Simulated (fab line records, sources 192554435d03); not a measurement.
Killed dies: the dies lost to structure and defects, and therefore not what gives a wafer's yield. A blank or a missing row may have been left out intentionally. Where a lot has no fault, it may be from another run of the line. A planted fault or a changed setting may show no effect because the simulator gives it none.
Chamber matching + flow n5 finfet + ald sin-02 running N5_SD_EPI_N_LINER_46: 4 sister chambers
The step material SiNx, target thk 3 nm. 4 wafers are shown with their chamber, then 11 later ones without.

== WAFERS PAIRED WITH THEIR CHAMBERS ==
| wafer  | chamber | heater power w (W) |
|--------|---------|--------------------|
| L079.3 | 0       | 864                |
| L081.1 | 1       | 739                |
| L081.4 | 3       | 970                |
| L082.1 | 2       | 750                |

== WAFERS MISSING THEIR CHAMBER ==
| wafer  | heater power w (W) |
|--------|--------------------|
| L082.4 | 858                |
| L082.5 | 729                |
| L090.1 | 984                |
| L090.2 | 728                |
| L090.3 | 736                |
| L092.1 | 730                |
| L092.2 | 857                |
| L092.3 | 753                |
| L094.1 | 985                |
| L094.4 | 749                |
| L094.6 | 752                |

== CHAMBER TAKEN BY EACH ==
| wafer  | from the rows above     | in truth |
|--------|-------------------------|----------|
| L082.4 | 0                       | 0        |
| L082.5 | can't be placed: 1 or 2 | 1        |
| L090.1 | 3                       | 3        |
| L090.2 | can't be placed: 1 or 2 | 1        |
| L090.3 | can't be placed: 1 or 2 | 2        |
| L092.1 | can't be placed: 1 or 2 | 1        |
| L092.2 | 0                       | 0        |
| L092.3 | can't be placed: 2 or 1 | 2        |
| L094.1 | 3                       | 3        |
| L094.4 | can't be placed: 2 or 1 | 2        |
| L094.6 | can't be placed: 2 or 1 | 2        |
Correctly placed: 4 of 11. Cannot be placed on the basis of these rows: 7; the candidates contain the true chamber in 7. Number placed wrongly: 0.
How it was worked out, from the rows above alone: a wafer's distance from a chamber is the root of the sum, over the readings, of the square of ((its reading less the chamber's mean) divided by the reading's scatter). If the next closest chamber is less than 2 further off than the closest, the wafer can't be placed; otherwise it belongs to the closest. A chamber's mean is the mean of its shown wafers. The scatter: root of mean squared gap, hidden wafer to nearest shown wafer, with one shown wafer a chamber.
